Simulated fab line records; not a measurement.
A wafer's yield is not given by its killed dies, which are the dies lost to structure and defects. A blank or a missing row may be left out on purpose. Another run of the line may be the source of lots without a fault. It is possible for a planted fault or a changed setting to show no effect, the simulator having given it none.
Which tool is to blame? / flow nand harc / 12 lots, 36 wafers sampled, at 5 steps of a route of 1159

WHAT THE GAUGES READ, wafer by wafer
NHARC_END_SORT_01. Usual: defect limited yield 95.4 %, standard deviation 1.5; killed at array 26, standard deviation 9.6; killed at other 0.7, standard deviation 0.92; killed at periphery 3.8, standard deviation 2.7; killed dies 31, standard deviation 10; killed open 3.3, standard deviation 1.7; killed short 1.8, standard deviation 1.3; sort_bin_2_pct 1.4 %, standard deviation 0.62; sort_bin_3_pct 0.23 %, standard deviation 0.21; sort_bin_4_pct 2.9 %, standard deviation 0.95; sort n pass 646, standard deviation 10; sort rim yield pct 94 %, standard deviation 3.2; sort yield pct 95.4 %, standard deviation 1.5.
lot=L765; measured=day 19 12:09; on=prober-01; defect limited yield (%)=94.2 95.6 95.3; killed at array=32 24 25; killed at other=0 1 0; killed at periphery=7 5 7; killed dies=39 30 32; killed open=5 3 6; killed short=3 2 2; sort_bin_2_pct (%)=1.8 1.2 1.2; sort_bin_3_pct (%)=0.30 0.15 0.44; sort_bin_4_pct (%)=3.7 3.1 3.1; sort n pass=638 647 645; sort rim yield pct (%)=91 89 93; sort yield pct (%)=94.2 95.6 95.3; flag=
lot=L766; measured=day 19 19:53; on=prober-01; defect limited yield (%)=97.2 96.9 96.2; killed at array=13 15 17; killed at other=1 1 3; killed at periphery=5 5 6; killed dies=19 21 26; killed open=4 2 6; killed short=1 1 3; sort_bin_2_pct (%)=0.6 1.3 1.5; sort_bin_3_pct (%)=0 0.15 0.15; sort_bin_4_pct (%)=2.2 1.6 2.2; sort n pass=658 656 651; sort rim yield pct (%)=96 92 90; sort yield pct (%)=97.2 96.9 96.2; flag=
lot=L767; measured=day 19 19:57; on=prober-02; defect limited yield (%)=96.0 95.4 96.5; killed at array=23 25 24; killed at other=0 0 0; killed at periphery=4 6 0; killed dies=27 31 24; killed open=2 3 2; killed short=1 4 1; sort_bin_2_pct (%)=1.2 1.8 1.0; sort_bin_3_pct (%)=0.30 0.15 0; sort_bin_4_pct (%)=2.5 2.7 2.5; sort n pass=650 646 653; sort rim yield pct (%)=97 97 99; sort yield pct (%)=96.0 95.4 96.5; flag=
lot=L768; measured=day 20 03:46; on=prober-02; defect limited yield (%)=95.1 95.0 95.4; killed at array=31 30 28; killed at other=1 2 0; killed at periphery=1 2 3; killed dies=33 34 31; killed open=4 3 0; killed short=3 0 0; sort_bin_2_pct (%)=1.3 1.6 1.0; sort_bin_3_pct (%)=0.44 0.74 0.15; sort_bin_4_pct (%)=3.1 2.7 3.4; sort n pass=644 643 646; sort rim yield pct (%)=94 94 94; sort yield pct (%)=95.1 95.0 95.4; flag=
lot=L769; measured=day 20 12:20; on=prober-01; defect limited yield (%)=97.5 98.4 96.5; killed at array=12 7 17; killed at other=0 1 0; killed at periphery=5 3 7; killed dies=17 11 24; killed open=6 2 6; killed short=2 2 4; sort_bin_2_pct (%)=1.0 0.3 1.0; sort_bin_3_pct (%)=0 0 0.15; sort_bin_4_pct (%)=1.5 1.3 2.4; sort n pass=660 666 653; sort rim yield pct (%)=97 100 92; sort yield pct (%)=97.5 98.4 96.5; flag=
lot=L770; measured=day 20 23:23; on=prober-01; defect limited yield (%)=94.2 95.3 93.8; killed at array=37 27 38; killed at other=0 2 0; killed at periphery=2 3 4; killed dies=39 32 42; killed open=3 3 6; killed short=3 1 2; sort_bin_2_pct (%)=1.3 1.2 2.4; sort_bin_3_pct (%)=0.59 0.30 0.44; sort_bin_4_pct (%)=3.8 3.2 3.4; sort n pass=638 645 635; sort rim yield pct (%)=92 94 93; sort yield pct (%)=94.2 95.3 93.8; flag=
lot=L771; measured=day 20 21:44; on=prober-02; defect limited yield (%)=97.0 95.6 96.3; killed at array=16 26 20; killed at other=0 0 2; killed at periphery=4 4 3; killed dies=20 30 25; killed open=3 5 3; killed short=0 1 1; sort_bin_2_pct (%)=0.6 1.3 1.8; sort_bin_3_pct (%)=0.15 0.44 0.30; sort_bin_4_pct (%)=2.2 2.7 1.6; sort n pass=657 647 652; sort rim yield pct (%)=95 91 92; sort yield pct (%)=97.0 95.6 96.3; flag=
lot=L772; measured=day 21 06:08; on=prober-01; defect limited yield (%)=0 0 94.7; killed at array=674 671 32; killed at other=0 0 0; killed at periphery=3 6 4; killed dies=677 677 36; killed open=4 4 1; killed short=0 3 5; sort_bin_2_pct (%)=95.1 96.0 1.0; sort_bin_3_pct (%)=0.30 0.30 0.15; sort_bin_4_pct (%)=4.6 3.7 4.1; sort n pass=0 0 641; sort rim yield pct (%)=0 0 96; sort yield pct (%)=0 0 94.7; flag=OFF
lot=L775; measured=day 22 18:03; on=prober-01; defect limited yield (%)=0 92.9 94.2; killed at array=676 42 36; killed at other=0 1 0; killed at periphery=1 5 3; killed dies=677 48 39; killed open=4 3 3; killed short=1 2 1; sort_bin_2_pct (%)=95.6 1.3 1.9; sort_bin_3_pct (%)=0.44 0.15 0.59; sort_bin_4_pct (%)=4.0 5.6 3.2; sort n pass=0 629 638; sort rim yield pct (%)=0 94 92; sort yield pct (%)=0 92.9 94.2; flag=OFF
lot=L785; measured=day 24 08:54; on=prober-02; defect limited yield (%)=94.7 94.4 93.8; killed at array=33 33 38; killed at other=1 4 2; killed at periphery=2 1 2; killed dies=36 38 42; killed open=4 1 3; killed short=3 2 2; sort_bin_2_pct (%)=1.0 1.8 2.1; sort_bin_3_pct (%)=0.15 0 0.44; sort_bin_4_pct (%)=4.1 3.8 3.7; sort n pass=641 639 635; sort rim yield pct (%)=97 99 97; sort yield pct (%)=94.7 94.4 93.8; flag=
lot=L783; measured=day 24 17:32; on=prober-01; defect limited yield (%)=95.9 95.6 95.3; killed at array=25 30 28; killed at other=1 0 1; killed at periphery=2 0 3; killed dies=28 30 32; killed open=2 5 1; killed short=1 3 2; sort_bin_2_pct (%)=1.5 1.2 1.6; sort_bin_3_pct (%)=0 0.30 0; sort_bin_4_pct (%)=2.7 3.0 3.1; sort n pass=649 647 645; sort rim yield pct (%)=91 97 89; sort yield pct (%)=95.9 95.6 95.3; flag=
lot=L787; measured=day 24 23:13; on=prober-02; defect limited yield (%)=94.1 94.8 95.3; killed at array=38 31 28; killed at other=0 0 0; killed at periphery=2 4 4; killed dies=40 35 32; killed open=3 5 4; killed short=2 2 2; sort_bin_2_pct (%)=2.1 1.6 1.3; sort_bin_3_pct (%)=0.89 0.15 0; sort_bin_4_pct (%)=3.0 3.4 3.4; sort n pass=637 642 645; sort rim yield pct (%)=86 88 90; sort yield pct (%)=94.1 94.8 95.3; flag=

WHAT TOOL EACH LOT RAN ON (gives the tool, then ch and the chambers of the sampled wafers, and finally the start)
lot=L765; NHARC_A_M0_PVD_21=pvd sputter-03, day 17 16:26; NHARC_THIN_TSV_PRE_CLEAN_50=pvd sputter-01, day 18 22:04 or earlier; NHARC_THIN_TSV_DEGAS_53=pvd sputter-02, day 18 22:04; NHARC_THIN_TSV_DESCUM_35=rie diel-03 ch 1,3, day 18 23:22
lot=L766; NHARC_A_M0_PVD_21=pvd sputter-03, day 17 19:47; NHARC_THIN_TSV_PRE_CLEAN_50=pvd sputter-02, day 19 02:30 or earlier; NHARC_THIN_TSV_DEGAS_53=pvd sputter-03, day 19 02:30; NHARC_THIN_TSV_DESCUM_35=rie diel-03 ch 1,3, day 19 03:41
lot=L767; NHARC_A_M0_PVD_21=pvd sputter-01, day 17 21:25; NHARC_THIN_TSV_PRE_CLEAN_50=pvd sputter-02, day 19 03:32 or earlier; NHARC_THIN_TSV_DEGAS_53=pvd sputter-02, day 19 03:32; NHARC_THIN_TSV_DESCUM_35=rie diel-12 ch 2,3, day 19 04:52
lot=L768; NHARC_A_M0_PVD_21=pvd sputter-03, day 18 07:44; NHARC_THIN_TSV_PRE_CLEAN_50=pvd sputter-01, day 19 15:03 or earlier; NHARC_THIN_TSV_DEGAS_53=pvd sputter-02, day 19 15:03; NHARC_THIN_TSV_DESCUM_35=rie diel-12 ch 0,1,2, day 19 16:22
lot=L769; NHARC_A_M0_PVD_21=pvd sputter-02, day 18 10:57; NHARC_THIN_TSV_PRE_CLEAN_50=pvd sputter-02, day 19 13:51 or earlier; NHARC_THIN_TSV_DEGAS_53=pvd sputter-03, day 19 13:51; NHARC_THIN_TSV_DESCUM_35=rie diel-10 ch 0,1,3, day 19 15:13
lot=L770; NHARC_A_M0_PVD_21=pvd sputter-03, day 19 05:07; NHARC_THIN_TSV_PRE_CLEAN_50=pvd sputter-02, day 20 13:16 or earlier; NHARC_THIN_TSV_DEGAS_53=pvd sputter-01, day 20 13:16; NHARC_THIN_TSV_DESCUM_35=rie diel-10 ch 0,2,3, day 20 14:35
lot=L771; NHARC_A_M0_PVD_21=pvd sputter-03, day 19 06:07; NHARC_THIN_TSV_PRE_CLEAN_50=pvd sputter-01, day 20 11:41 or earlier; NHARC_THIN_TSV_DEGAS_53=pvd sputter-02, day 20 11:41; NHARC_THIN_TSV_DESCUM_35=rie diel-10 ch 0,3, day 20 13:00
lot=L772; NHARC_A_M0_PVD_21=pvd sputter-03, day 19 15:43; NHARC_THIN_TSV_PRE_CLEAN_50=pvd sputter-01, day 20 21:31 or earlier; NHARC_THIN_TSV_DEGAS_53=pvd sputter-03, day 20 21:31; NHARC_THIN_TSV_DESCUM_35=rie diel-12 ch 2, day 20 22:43
lot=L775; NHARC_A_M0_PVD_21=pvd sputter-03, day 20 20:05; NHARC_THIN_TSV_PRE_CLEAN_50=pvd sputter-02, day 22 07:56 or earlier; NHARC_THIN_TSV_DEGAS_53=pvd sputter-03, day 22 07:56; NHARC_THIN_TSV_DESCUM_35=rie diel-12 ch 0,2, day 22 09:15
lot=L785; NHARC_A_M0_PVD_21=pvd sputter-02, day 22 19:30; NHARC_THIN_TSV_PRE_CLEAN_50=pvd sputter-02, day 23 22:47 or earlier; NHARC_THIN_TSV_DEGAS_53=pvd sputter-01, day 23 22:47; NHARC_THIN_TSV_DESCUM_35=rie diel-10 ch 0,1,2, day 24 00:07
lot=L783; NHARC_A_M0_PVD_21=pvd sputter-02, day 23 02:09; NHARC_THIN_TSV_PRE_CLEAN_50=pvd sputter-01, day 24 06:09 or earlier; NHARC_THIN_TSV_DEGAS_53=pvd sputter-01, day 24 06:09; NHARC_THIN_TSV_DESCUM_35=rie diel-03 ch 0,3, day 24 07:28
lot=L787; NHARC_A_M0_PVD_21=pvd sputter-02, day 23 07:22; NHARC_THIN_TSV_PRE_CLEAN_50=pvd sputter-03, day 24 14:35 or earlier; NHARC_THIN_TSV_DEGAS_53=pvd sputter-02, day 24 14:35; NHARC_THIN_TSV_DESCUM_35=rie diel-10 ch 1,2,3, day 24 15:53
- NHARC_A_M0_PVD_21: deposits Cu, target thk 30 nm, time 20.49 s.
- NHARC_THIN_TSV_PRE_CLEAN_50: time 30 s.
- NHARC_THIN_TSV_DEGAS_53: time 60 s.
- NHARC_THIN_TSV_DESCUM_35: chemistry O2, time 3 s.

WHAT THE TOOLS THEMSELVES READ (means of the sampled wafers that have a number; where no wafer has one, the mark that the record gives instead)
NHARC_A_M0_PVD_21. Usual: 30.5 % for throttle valve pct, sd 1.
lot=L765; tool=pvd sputter-03; throttle valve pct (%)=30.9; flag=
lot=L766; tool=pvd sputter-03; throttle valve pct (%)=30.5; flag=
lot=L767; tool=pvd sputter-01; throttle valve pct (%)=30.5; flag=
lot=L768; tool=pvd sputter-03; throttle valve pct (%)=30.7; flag=
lot=L769; tool=pvd sputter-02; throttle valve pct (%)=30.3; flag=
lot=L770; tool=pvd sputter-03; throttle valve pct (%)=30.5; flag=
lot=L771; tool=pvd sputter-03; throttle valve pct (%)=30.7; flag=
lot=L772; tool=pvd sputter-03; throttle valve pct (%)=30.4; flag=
lot=L775; tool=pvd sputter-03; throttle valve pct (%)=29.8; flag=
lot=L785; tool=pvd sputter-02; throttle valve pct (%)=30.8; flag=
lot=L783; tool=pvd sputter-02; throttle valve pct (%)=29.9; flag=
lot=L787; tool=pvd sputter-02; throttle valve pct (%)=31.9; flag=

NHARC_THIN_TSV_PRE_CLEAN_50. Usual: 419 W for heater power w, sd 51.
lot=L765; tool=pvd sputter-01; heater power w (W)=412; flag=
lot=L766; tool=pvd sputter-02; heater power w (W)=476; flag=
lot=L767; tool=pvd sputter-02; heater power w (W)=488; flag=
lot=L768; tool=pvd sputter-01; heater power w (W)=403; flag=
lot=L769; tool=pvd sputter-02; heater power w (W)=447; flag=
lot=L770; tool=pvd sputter-02; heater power w (W)=462; flag=
lot=L771; tool=pvd sputter-01; heater power w (W)=398; flag=
lot=L772; tool=pvd sputter-01; heater power w (W)=460; flag=
lot=L775; tool=pvd sputter-02; heater power w (W)=478; flag=
lot=L785; tool=pvd sputter-02; heater power w (W)=426; flag=
lot=L783; tool=pvd sputter-01; heater power w (W)=426; flag=
lot=L787; tool=pvd sputter-03; heater power w (W)=390; flag=

NHARC_THIN_TSV_DEGAS_53. Usual: 471 W for heater power w, sd 56.
lot=L765; tool=pvd sputter-02; heater power w (W)=572; flag=
lot=L766; tool=pvd sputter-03; heater power w (W)=436; flag=
lot=L767; tool=pvd sputter-02; heater power w (W)=493; flag=
lot=L768; tool=pvd sputter-02; heater power w (W)=484; flag=
lot=L769; tool=pvd sputter-03; heater power w (W)=449; flag=
lot=L770; tool=pvd sputter-01; heater power w (W)=427; flag=
lot=L771; tool=pvd sputter-02; heater power w (W)=522; flag=
lot=L772; tool=pvd sputter-03; heater power w (W)=394; flag=
lot=L775; tool=pvd sputter-03; heater power w (W)=378; flag=
lot=L785; tool=pvd sputter-01; heater power w (W)=459; flag=
lot=L783; tool=pvd sputter-01; heater power w (W)=436; flag=
lot=L787; tool=pvd sputter-02; heater power w (W)=524; flag=

NHARC_THIN_TSV_DESCUM_35. Usual: drypump motor current A 5.7 A, standard deviation 0.53; oes product au 1.000 a.u., standard deviation 0.0081; rf vpp V 57.7 V, standard deviation 0.9; showerhead plenum p Torr 1.92 Torr, standard deviation 0.11; throttle valve pct 11.312 %, standard deviation 0.0091.
lot=L765; tool=rie diel-03; drypump motor current A (A)=5.4; oes product au (a.u.)=1.002; rf vpp V (V)=57.8; showerhead plenum p Torr (Torr)=1.97; throttle valve pct (%)=11.312; flag=
lot=L766; tool=rie diel-03; drypump motor current A (A)=5.3; oes product au (a.u.)=0.993; rf vpp V (V)=57.4; showerhead plenum p Torr (Torr)=1.97; throttle valve pct (%)=11.319; flag=
lot=L767; tool=rie diel-12; drypump motor current A (A)=5.8; oes product au (a.u.)=0.993; rf vpp V (V)=58.1; showerhead plenum p Torr (Torr)=1.88; throttle valve pct (%)=11.322; flag=
lot=L768; tool=rie diel-12; drypump motor current A (A)=6.0; oes product au (a.u.)=0.997; rf vpp V (V)=57.6; showerhead plenum p Torr (Torr)=1.88; throttle valve pct (%)=11.306; flag=
lot=L769; tool=rie diel-10; drypump motor current A (A)=5.7; oes product au (a.u.)=0.998; rf vpp V (V)=58.1; showerhead plenum p Torr (Torr)=1.93; throttle valve pct (%)=11.314; flag=
lot=L770; tool=rie diel-10; drypump motor current A (A)=6.0; oes product au (a.u.)=1.005; rf vpp V (V)=58.4; showerhead plenum p Torr (Torr)=2.02; throttle valve pct (%)=11.304; flag=
lot=L771; tool=rie diel-10; drypump motor current A (A)=5.6; oes product au (a.u.)=1.002; rf vpp V (V)=59.0; showerhead plenum p Torr (Torr)=1.99; throttle valve pct (%)=11.319; flag=
lot=L772; tool=rie diel-12; drypump motor current A (A)=5.8; oes product au (a.u.)=1.015; rf vpp V (V)=57.4; showerhead plenum p Torr (Torr)=1.83; throttle valve pct (%)=11.304; flag=
lot=L775; tool=rie diel-12; drypump motor current A (A)=6.2; oes product au (a.u.)=0.990; rf vpp V (V)=56.4; showerhead plenum p Torr (Torr)=1.83; throttle valve pct (%)=11.314; flag=
lot=L785; tool=rie diel-10; drypump motor current A (A)=6.0; oes product au (a.u.)=1.005; rf vpp V (V)=58.0; showerhead plenum p Torr (Torr)=1.96; throttle valve pct (%)=11.304; flag=
lot=L783; tool=rie diel-03; drypump motor current A (A)=5.3; oes product au (a.u.)=1.000; rf vpp V (V)=58.3; showerhead plenum p Torr (Torr)=1.92; throttle valve pct (%)=11.307; flag=
lot=L787; tool=rie diel-10; drypump motor current A (A)=5.7; oes product au (a.u.)=1.005; rf vpp V (V)=58.0; showerhead plenum p Torr (Torr)=1.92; throttle valve pct (%)=11.298; flag=

THE ANSWER, worked out from the rows above alone
Rule: a lot is off if the mean of its wafers that have a number lies more than 3 standard deviations from the usual mean. Also off: a lot with no number at a reading for which 4 or more lots have one. All remaining lots with rows at the step are treated as sound. The gauges are gone through in route order, then the tools' own readings, and for those a lot's mean is taken as printed above. At the first step where some lot is off, the reading lying furthest off is the one used; lots without a number count as furthest.
Off, at NHARC_END_SORT_01 on sort_bin_2_pct: L772, L775.
A tool fits if, at a process step before that reading, it ran every lot that is off, and no sound lot after the first of them. Gauges at NHARC_END_SORT_01: tried the same way as those tools. With no start given for some of its lots, NHARC_THIN_TSV_PRE_CLEAN_50 uses the hours and lot order of NHARC_THIN_TSV_DEGAS_53. Undecided on this evidence; 2 tools fit (pvd sputter-03 at NHARC_A_M0_PVD_21 and NHARC_THIN_TSV_DEGAS_53, rie diel-12 at NHARC_THIN_TSV_DESCUM_35).

WHAT THE SIMULATOR HAD PUT IN
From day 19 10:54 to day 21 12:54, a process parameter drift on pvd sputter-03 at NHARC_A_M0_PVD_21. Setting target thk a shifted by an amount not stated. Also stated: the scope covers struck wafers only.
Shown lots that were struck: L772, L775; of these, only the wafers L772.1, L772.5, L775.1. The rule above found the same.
